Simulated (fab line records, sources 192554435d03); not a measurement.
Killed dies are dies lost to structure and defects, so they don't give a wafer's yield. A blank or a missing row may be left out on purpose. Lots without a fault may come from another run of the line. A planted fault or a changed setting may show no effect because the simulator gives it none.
fab line records | flow n5_finfet | part 1 of 2: steps 1 to 15 of 25
record lots=5 wafers=15 last_day=14
route steps=1938 shown BEOL_M1@785
lots that met no fault: from a run of the same line without faults
start_h: hours from the record's first day to the start of the lot's first wafer shown | wait_h: hours since the lot's step before | " the same as in the row above | L1.1+2: a row that stands for several wafers | - no value, or no start given | * or withheld: withheld | < > ~ a bound
route shown NAME@n: a module of which the file shows steps, and the number in the route of the first | usual: mean/standard deviation of fault-free wafers | same: alike in all rows | chamber/n: place in a boat | sites: the reading at each site | _std_site: their standard deviation | _edge_site: outer sites' mean less inner sites' | radius_mm: how far each site lies from the wafer's centre | mask NAME#n: copy n | behind: the tool/chamber that last shaped the wafer | hold: why the lot was held/for how many hours/how that ended | device: the transistor (n, p or np) that didn't switch | end of line: the same wafers' tests at the end of the route | a step without rows: its recipe alone | killed: dies lost to structure and defects at the first sort, not the wafer's yield | map: a wafer's dies, x killed, . not, _ none there
set.NAME: the setting as run; set.NAME@STEP: as run at that earlier step | model.NAME: the simulator's own value behind a step, which no gauge read
lots at some steps of the route; a table a step, a row a wafer
services: from which hour (start_h, from the record's first day; less than 0 if before it) a tool's chamber was out of use, for how many hours, and why
## steps
# step N5_BEOL_M1_DEVELOP_27
# recipe develop_time_s=30 developer=TMAH resist=CAR-EUV rinse_liquid=surfactant_rinse dry=air_spin dev_temp_c=23
# usual chill_plate_temp_C=23.00/0.098
# columns lot.wafer tool chamber start_h wait_h chill_plate_temp_C
L075.1 litho_track-04 0 - - 22.82
L075.2 " 0 " " 22.84
L075.5 " 0 " " 22.75
L077.1 litho_track-04 0 - - 23.04
L077.2 " 0 " " 22.98
L077.3 " 0 " " 23.12
L078.1 litho_track-04 0 - - 23.08
L078.3 " 0 " " 22.97
L078.6 " 0 " " 22.94
L085.1 litho_track-03 0 - - 22.80
L085.5 " 0 " " 23.07
L085.6 " 0 " " 22.92
L087.1 litho_track-04 0 - - 23.06
L087.3 " 0 " " 23.09
L087.6 " 0 " " 23.19
# step N5_BEOL_M1_CD_MEAS_28
# recipe landing_energy_ev=500 detector=se_inlens target_cd_y_nm=23.3
# usual cd_nm=23.98/0.25
# columns lot.wafer tool chamber start_h wait_h cd_nm
L075.1 cd_sem-02 0 132.17 - 24.03
L075.2 " 0 " " 24.03
L075.5 " 0 " " 24.21
L077.1 cd_sem-03 0 135.81 - 23.43
L077.2 " 0 " " 24.14
L077.3 " 0 " " 24.22
L078.1 cd_sem-03 0 145.30 - 23.97
L078.3 " 0 " " 24.10
L078.6 " 0 " " 24.28
L085.1 cd_sem-02 0 188.41 - 23.69
L085.5 " 0 " " 24.01
L085.6 " 0 " " 23.99
L087.1 cd_sem-03 0 207.51 - 24.10
L087.3 " 0 " " 24.01
L087.6 " 0 " " 24.47
# step N5_BEOL_M1_OVL_MEAS_29
# recipe points_per_wafer=522
# usual V0_OVL=0.2/0.63
# columns lot.wafer tool chamber start_h wait_h V0_OVL[nm]
L075.1 overlay-02 0 132.20 0.0 0.0
L075.2 " 0 " " -0.1
L075.5 " 0 " " 0.2
L077.1 overlay-02 0 135.84 0.0 0.3
L077.2 " 0 " " -0.1
L077.3 " 0 " " -1.1
L078.1 overlay-02 0 145.33 0.0 0.8
L078.3 " 0 " " 0.8
L078.6 " 0 " " 0.1
L085.1 overlay-01 0 188.44 0.0 1.0
L085.5 " 0 " " 0.2
L085.6 " 0 " " 1.1
L087.1 overlay-01 0 207.54 0.0 -0.2
L087.3 " 0 " " 0.2
L087.6 " 0 " " -0.3
# step N5_BEOL_M1_INSPECT_30
# recipe mode=adi inspect_instrument=brightfield
# usual raw_defect_count=379/79
# columns lot.wafer tool chamber start_h wait_h raw_defect_count
L075.1 defect_inspect-02 - 132.26 0.1 314
L075.2 " - " " 371
L075.5 " - " " 294
L077.1 defect_inspect-01 - 135.90 0.1 426
L077.2 " - " " 470
L077.3 " - " " 454
L078.1 defect_inspect-01 - 145.39 0.1 327
L078.3 " - " " 312
L078.6 " - " " 446
L085.1 defect_inspect-02 - 188.50 0.1 546
L085.5 " - " " 416
L085.6 " - " " 530
L087.1 defect_inspect-01 - 207.59 0.1 516
L087.3 " - " " 406
L087.6 " - " " 349
# step N5_BEOL_M1_DESCUM_33
# recipe chemistry=O2 time_s=7 source_power_w=50 bias_power_w=20 pressure_mtorr=20 rf_frequency_hz=2.712e+07 temp_c=40 resist=CAR-EUV o2_flow_sccm=225
# usual chamber_pressure_mTorr=20.000/0.021 drypump_motor_current_A=5.7/0.53 oes_product_au=0.79/0.08 rf_vpp_V=244.0/1.2 showerhead_plenum_p_Torr=2.15/0.062 throttle_valve_pct=20.34/0.23
# columns lot.wafer tool chamber start_h wait_h chamber_pressure_mTorr drypump_motor_current_A oes_product_au rf_hours_counter_h rf_vpp_V showerhead_plenum_p_Torr throttle_valve_pct
L075.1 rie_diel-03 2 132.42 0.2 19.967 6.0 0.74 175 244.5 2.17 20.43
L075.2 " 3 " " 19.962 5.7 0.93 12 244.7 2.15 20.32
L075.5 " 2 " " 20.000 6.0 0.74 - 246.5 2.17 20.44
L077.1 rie_diel-01 1 135.94 0.0 19.997 5.0 0.91 18 245.1 2.23 20.23
L077.2 " 3 " " 19.997 5.7 0.88 47 242.9 2.04 20.16
L077.3 " 0 " " 20.000 6.7 0.77 155 244.6 2.17 20.27
L078.1 rie_diel-01 3 145.42 0.0 19.941 5.7 0.88 50 242.7 2.04 20.18
L078.3 " 0 " " 20.010 6.6 0.77 158 245.1 2.17 20.29
L078.6 " 3 " " 19.962 5.7 0.87 - 242.6 2.04 20.16
L085.1 rie_diel-03 1 188.97 0.5 19.989 5.9 0.74 186 244.9 2.17 20.53
L085.5 " 2 " " 19.991 6.0 0.73 - 244.0 2.17 20.46
L085.6 " 1 " " 19.998 5.9 0.75 - 244.6 2.17 20.54
L087.1 rie_diel-01 1 207.63 0.0 20.026 5.0 0.86 42 245.9 2.22 20.27
L087.3 " 0 " " 20.015 6.7 0.75 177 245.0 2.16 20.30
L087.6 " 0 " " 20.030 6.7 0.74 - 243.3 2.16 20.32
# step N5_BEOL_M1_ETCH_77
# recipe chemistry=N2/H2 target=underlayer target_depth_a=65 mask_material=CAR-EUV time_s=5.2 ion_energy_ev=200 pressure_mtorr=30 source_w=840 bias_w=150 n2_flow_sccm=200 h2_flow_sccm=200 ends=cleared
# usual chamber_pressure_mTorr=30.01/0.044 drypump_motor_current_A=5.8/0.53 etch_rf_on_time_s=5.17/0.066 oes_product_au=0.67/0.067 rf_vpp_V=525.6/2.2 showerhead_plenum_p_Torr=2.61/0.075 throttle_valve_pct=17.75/0.24
# columns lot.wafer tool chamber start_h wait_h chamber_pressure_mTorr drypump_motor_current_A etch_rf_on_time_s oes_product_au rf_hours_counter_h rf_vpp_V showerhead_plenum_p_Torr throttle_valve_pct
L075.1 rie_diel-03 2 132.46 0.0 29.95 6.0 5.17 0.63 175 525.6 2.64 17.91
L075.2 " 3 " " 30.05 5.7 5.21 0.78 12 523.3 2.61 17.75
L075.5 " 2 " " 29.99 6.0 5.18 0.64 - 528.8 2.64 17.90
L077.1 rie_diel-01 1 135.97 0.0 30.01 5.0 5.11 0.79 18 526.9 2.72 17.63
L077.2 " 3 " " 30.02 5.7 5.15 0.74 47 521.4 2.48 17.56
L077.3 " 0 " " 29.92 6.7 5.19 0.65 155 529.0 2.64 17.70
L078.1 rie_diel-01 3 145.46 0.0 29.97 5.7 5.14 0.75 50 522.5 2.48 17.58
L078.3 " 0 " " 30.00 6.7 5.19 0.64 158 526.7 2.64 17.72
L078.6 " 3 " " 29.95 5.7 5.14 0.73 - 521.0 2.48 17.56
L085.1 rie_diel-03 1 189.00 0.0 29.96 5.9 5.20 0.64 186 527.9 2.63 17.91
L085.5 " 2 " " 30.05 6.0 5.22 0.62 - 526.5 2.64 17.94
L085.6 " 1 " " 29.99 5.9 5.25 0.64 - 525.1 2.63 17.94
L087.1 rie_diel-01 1 207.66 0.0 29.99 5.0 5.17 0.73 42 525.3 2.70 17.68
L087.3 " 0 " " 29.99 6.6 5.22 0.63 177 525.2 2.63 17.73
L087.6 " 0 " " 29.93 6.7 5.28 0.63 - 526.3 2.63 17.75
# step N5_BEOL_M1_ETCH_69
# recipe chemistry=CF4 target=SiARC target_depth_a=156 mask_material=CAR-EUV time_s=26 ion_energy_ev=80 pressure_mtorr=40 source_w=545 bias_w=36 Ar_flow_sccm=100 cf4_flow_sccm=100 ends=cleared
# usual chamber_pressure_mTorr=40.00/0.036 drypump_motor_current_A=5.7/0.53 etch_rf_on_time_s=25.8/0.36 oes_product_au=0.67/0.067 rf_vpp_V=184.7/0.98 showerhead_plenum_p_Torr=2.20/0.059 throttle_valve_pct=15.54/0.23
# columns lot.wafer tool chamber start_h wait_h chamber_pressure_mTorr drypump_motor_current_A etch_rf_on_time_s oes_product_au rf_hours_counter_h rf_vpp_V showerhead_plenum_p_Torr throttle_valve_pct
L075.1 rie_diel-03 2 132.47 0.0 40.00 6.0 25.8 0.63 175 185.5 2.22 15.66
L075.2 " 3 " " 40.00 5.7 25.9 0.79 12 184.7 2.19 15.40
L075.5 " 2 " " 40.02 6.0 26.1 0.63 - 184.2 2.22 15.64
L077.1 rie_diel-01 1 135.99 0.0 40.02 5.0 25.3 0.78 18 185.5 2.27 15.41
L077.2 " 3 " " 40.02 5.7 25.7 0.74 47 182.6 2.09 15.33
L077.3 " 0 " " 39.99 6.7 25.8 0.66 155 185.8 2.23 15.54
L078.1 rie_diel-01 3 145.48 0.0 39.97 5.7 26.0 0.73 50 183.3 2.09 15.33
L078.3 " 0 " " 40.04 6.7 26.0 0.65 158 184.9 2.23 15.53
L078.6 " 3 " " 40.05 5.7 25.7 0.74 - 182.1 2.09 15.35
L085.1 rie_diel-03 1 189.02 0.0 40.05 5.9 26.3 0.63 186 184.2 2.22 15.72
L085.5 " 2 " " 39.96 6.0 25.9 0.62 - 186.5 2.21 15.67
L085.6 " 1 " " 40.05 5.9 26.3 0.64 - 185.3 2.22 15.73
L087.1 rie_diel-01 1 207.68 0.0 39.99 5.0 25.2 0.74 42 185.9 2.26 15.46
L087.3 " 0 " " 40.00 6.7 25.6 0.64 177 185.2 2.22 15.60
L087.6 " 0 " " 39.96 6.7 25.8 0.64 - 186.6 2.22 15.58
# step N5_BEOL_M1_ALD_98
# recipe material=SiO2 target_thk_a=25 temp_c=100 ald_precursor_family=BDEAS ald_co_reactant=O2-plasma pulse_time_s=1 co_reactant_pulse_time_s=1 purge_time_s=2 co_reactant_purge_time_s=2 ald_cycles=17 pressure_torr=2
# usual heater_power_w=79/6.1 precursor_pulse_height_rel=0.999/0.022
# columns lot.wafer tool chamber start_h wait_h heater_power_w precursor_pulse_height_rel
L075.1 ald_sin-03 2 132.55 0.1 69 1.000
L075.2 " 0 " " 83 1.003
L075.5 " 0 " " 85 0.998
L077.1 ald_sin-02 1 136.07 0.1 83 0.991
L077.2 " 2 " " 76 0.985
L077.3 " 0 " " 84 1.007
L078.1 ald_sin-04 2 145.56 0.1 74 0.971
L078.3 " 0 " " 73 0.992
L078.6 " 3 " " 86 0.975
L085.1 ald_sin-04 2 190.53 1.5 74 0.993
L085.5 " 3 " " 86 0.984
L085.6 " 2 " " 74 0.963
L087.1 ald_sin-02 1 207.81 0.1 85 0.974
L087.3 " 3 " " 84 1.013
L087.6 " 2 " " 76 0.970
# step N5_BEOL_M1_ETCHBACK_99
# recipe chemistry=CHF3 target=SiO2 target_depth_a=50 time_s=10.4 source_w=215 bias_w=47 Ar_flow_sccm=200 CHF3_flow_sccm=12 ion_energy_ev=100 pressure_mtorr=30
# usual CHF3_flow_sccm=12.00/0.038 chamber_pressure_mTorr=30.003/0.029 drypump_motor_current_A=5.8/0.47 oes_product_au=0.79/0.083 rf_vpp_V=241.5/2.2 showerhead_plenum_p_Torr=2.20/0.061 throttle_valve_pct=16.98/0.26
# columns lot.wafer tool chamber start_h wait_h CHF3_flow_sccm chamber_pressure_mTorr drypump_motor_current_A oes_product_au rf_hours_counter_h rf_vpp_V showerhead_plenum_p_Torr throttle_valve_pct
L075.1 rie_diel-03 2 133.87 1.3 11.96 30.000 6.0 0.74 176 242.9 2.22 17.03
L075.2 " 3 " " 11.99 30.008 5.7 0.93 12 241.5 2.19 16.86
L075.5 " 1 " " 11.99 30.053 5.9 0.76 - 241.5 2.24 17.15
L077.1 rie_diel-01 0 137.43 1.3 12.01 30.003 6.7 0.76 155 242.6 2.24 17.00
L077.2 " 2 " " 12.03 29.963 5.4 0.69 220 243.0 2.22 17.23
L077.3 " 3 " " 12.02 29.950 5.7 0.87 47 240.0 2.09 16.78
L078.1 rie_diel-01 3 147.08 1.5 12.07 30.017 5.7 0.86 50 241.0 2.09 16.78
L078.3 " 1 " " 11.99 30.020 5.0 0.90 21 236.7 2.28 16.86
L078.6 " 0 " " 11.96 29.978 6.7 0.77 - 241.5 2.24 16.99
L085.1 rie_diel-03 0 191.77 1.2 11.97 30.013 5.3 0.73 174 243.5 2.23 16.76
L085.5 " 3 " " 12.03 29.997 5.7 0.88 - 240.6 2.19 16.89
L085.6 " 2 " " 11.98 30.022 6.0 0.72 - 244.2 2.22 17.09
L087.1 rie_diel-03 0 210.47 2.6 11.94 30.009 5.3 0.72 180 243.3 2.23 16.79
L087.3 " 1 " " 11.96 30.026 5.9 0.73 195 243.2 2.23 17.17
L087.6 " 0 " " 11.96 29.954 5.3 0.72 - 243.7 2.23 16.77
# step N5_BEOL_M1_ETCH_70
# recipe chemistry=N2/H2 target=SOC target_depth_a=800 overetch_a=160 mask_material=SiARC temp_c=40 time_s=120 ion_energy_ev=200 pressure_mtorr=30 source_w=840 bias_w=150 n2_flow_sccm=200 h2_flow_sccm=200
# usual chamber_pressure_mTorr=30.002/0.029 drypump_motor_current_A=5.8/0.47 oes_product_au=0.60/0.06 rf_vpp_V=525.6/2.2 showerhead_plenum_p_Torr=2.60/0.074 throttle_valve_pct=17.72/0.26
# columns lot.wafer tool chamber start_h wait_h chamber_pressure_mTorr drypump_motor_current_A oes_product_au rf_hours_counter_h rf_vpp_V showerhead_plenum_p_Torr throttle_valve_pct
L075.1 rie_diel-03 2 133.91 0.0 30.037 6.0 0.57 176 526.2 2.64 17.85
L075.2 " 3 " " 29.992 5.7 0.71 12 525.3 2.61 17.70
L075.5 " 1 " " 30.016 5.9 0.58 - 527.0 2.64 17.86
L077.1 rie_diel-01 0 137.46 0.0 29.970 6.6 0.59 155 526.8 2.64 17.67
L077.2 " 2 " " 30.037 5.4 0.54 220 526.6 2.62 17.96
L077.3 " 3 " " 30.014 5.7 0.65 47 523.0 2.48 17.54
L078.1 rie_diel-01 3 147.12 0.0 30.033 5.7 0.65 50 521.8 2.48 17.55
L078.3 " 1 " " 29.981 5.0 0.68 21 528.3 2.71 17.59
L078.6 " 0 " " 29.941 6.7 0.58 - 528.2 2.64 17.68
L085.1 rie_diel-03 0 191.81 0.0 30.026 5.3 0.56 174 525.6 2.64 17.53
L085.5 " 3 " " 30.037 5.7 0.67 - 525.5 2.60 17.71
L085.6 " 2 " " 29.943 6.0 0.55 - 526.2 2.63 17.89
L087.1 rie_diel-03 0 210.50 0.0 29.995 5.3 0.56 180 524.8 2.63 17.53
L087.3 " 1 " " 29.953 5.9 0.57 195 525.8 2.63 17.90
L087.6 " 0 " " 29.978 5.3 0.55 - 525.3 2.63 17.54
# step N5_BEOL_M1_STRIP_71
# recipe chemistry=N2/H2 temp_c=40 n2_flow_sccm=200 h2_flow_sccm=200 rf_frequency_hz=6e+07
# columns lot.wafer tool chamber start_h wait_h
L075.1+2+5 rie_diel-03 2,3,1 133.99 0.0
L077.1+2+3 rie_diel-01 0,2,3 137.54 0.0
L078.1+3+6 rie_diel-01 3,1,0 147.20 0.0
L085.1+5+6 rie_diel-03 0,3,2 191.89 0.0
L087.1+3+6 rie_diel-03 0,1,0 210.58 0.0
# step N5_BEOL_M1_STRIP_78
# recipe chemistry=N2/H2 temp_c=40 n2_flow_sccm=200 h2_flow_sccm=200 rf_frequency_hz=6e+07
# columns lot.wafer tool chamber start_h wait_h
L075.1+2+5 rie_diel-03 2,3,1 134.00 0.0
L077.1+2+3 rie_diel-01 0,2,3 137.55 0.0
L078.1+3+6 rie_diel-01 3,1,0 147.21 0.0
L085.1+5+6 rie_diel-03 0,3,2 191.90 0.0
L087.1+3+6 rie_diel-03 0,1,0 210.59 0.0
# step N5_BEOL_M1_VIA_ETCH_34
# recipe chemistry=C4F6/O2 target_depth_a=678 mask_material=SOC pressure_mtorr=15 ion_energy_ev=250 taper_deg=4 time_s=64.4 source_w=350 bias_w=170 Ar_flow_sccm=300 C4F6_flow_sccm=10 O2_flow_sccm=10
# usual chamber_pressure_mTorr=14.998/0.014 drypump_motor_current_A=5.8/0.47 oes_product_au=0.79/0.082 rf_vpp_V=668/5.5 showerhead_plenum_p_Torr=2.90/0.078 throttle_valve_pct=30.61/0.29
# columns lot.wafer tool chamber start_h wait_h chamber_pressure_mTorr drypump_motor_current_A oes_product_au rf_hours_counter_h rf_vpp_V showerhead_plenum_p_Torr throttle_valve_pct
L075.1 rie_diel-03 2 134.01 0.0 15.005 6.0 0.74 176 674 2.93 30.62
L075.2 " 3 " " 14.999 5.7 0.92 12 666 2.89 30.58
L075.5 " 1 " " 14.994 6.0 0.76 - 673 2.95 30.84
L077.1 rie_diel-01 0 137.56 0.0 15.009 6.6 0.76 155 670 2.96 30.62
L077.2 " 2 " " 15.006 5.4 0.70 220 674 2.92 30.80
L077.3 " 3 " " 14.980 5.7 0.86 47 666 2.77 30.49
L078.1 rie_diel-01 3 147.22 0.0 14.978 5.7 0.87 50 667 2.77 30.46
L078.3 " 1 " " 14.989 5.0 0.90 21 658 3.01 30.48
L078.6 " 0 " " 15.014 6.7 0.76 - 669 2.95 30.63
L085.1 rie_diel-03 0 191.91 0.0 15.002 5.3 0.72 174 673 2.94 30.39
L085.5 " 3 " " 14.989 5.7 0.88 - 665 2.89 30.58
L085.6 " 2 " " 15.000 6.0 0.72 - 672 2.93 30.65
L087.1 rie_diel-03 0 210.60 0.0 15.017 5.3 0.72 180 672 2.94 30.41
L087.3 " 1 " " 14.977 5.9 0.74 195 673 2.94 30.86
L087.6 " 0 " " 14.990 5.3 0.72 - 673 2.94 30.39
# step N5_BEOL_M1_STRIP_83
# recipe chemistry=C4F6/O2 resist=SiARC rf_frequency_hz=6e+07
# columns lot.wafer tool chamber start_h wait_h
L075.1+2+5 rie_diel-03 2,3,1 134.06 0.0
L077.1+2+3 rie_diel-01 0,2,3 137.61 0.0
L078.1+3+6 rie_diel-01 3,1,0 147.27 0.0
L085.1+5+6 rie_diel-03 0,3,2 191.96 0.0
L087.1+3+6 rie_diel-03 0,1,0 210.65 0.0
# step N5_BEOL_M1_STRIP_36
# recipe chemistry=N2/H2 power_w=450 temp_c=40 pressure_mtorr=20 rf_frequency_hz=6e+07 overash_fraction=0.3 bias_power_w=7 h2_frac=0.5 n2_flow_sccm=200 h2_flow_sccm=200
# usual chamber_pressure_mTorr=20.00/0.032 drypump_motor_current_A=5.8/0.47 oes_product_au=0.79/0.082 rf_vpp_V=59.3/1.6 showerhead_plenum_p_Torr=2.60/0.074 throttle_valve_pct=23.52/0.29
# columns lot.wafer tool chamber start_h wait_h chamber_pressure_mTorr drypump_motor_current_A oes_product_au rf_hours_counter_h rf_vpp_V showerhead_plenum_p_Torr throttle_valve_pct
L075.1 rie_diel-03 2 134.07 0.0 20.05 6.0 0.74 176 62.6 2.64 23.65
L075.2 " 3 " " 20.05 5.7 0.93 12 58.1 2.61 23.59
L075.5 " 1 " " 20.01 5.9 0.77 - 58.7 2.63 23.70
L077.1 rie_diel-01 0 137.62 0.0 20.09 6.7 0.77 155 59.4 2.64 23.44
L077.2 " 2 " " 19.98 5.4 0.69 220 59.6 2.62 23.74
L077.3 " 3 " " 20.04 5.7 0.86 47 56.8 2.48 23.32
L078.1 rie_diel-01 3 147.28 0.0 20.01 5.7 0.88 50 57.6 2.48 23.31
L078.3 " 1 " " 19.99 5.0 0.91 21 60.4 2.71 23.35
L078.6 " 0 " " 19.99 6.7 0.77 - 58.4 2.64 23.42
L085.1 rie_diel-03 0 191.97 0.0 20.00 5.3 0.74 174 60.5 2.63 23.36
L085.5 " 3 " " 20.00 5.8 0.88 - 59.2 2.60 23.62
L085.6 " 2 " " 20.00 6.0 0.73 - 59.2 2.63 23.69
L087.1 rie_diel-03 0 210.66 0.0 19.99 5.2 0.72 180 58.2 2.63 23.36
L087.3 " 1 " " 19.99 5.9 0.73 195 59.8 2.62 23.75
L087.6 " 0 " " 19.96 5.3 0.72 - 59.6 2.63 23.37
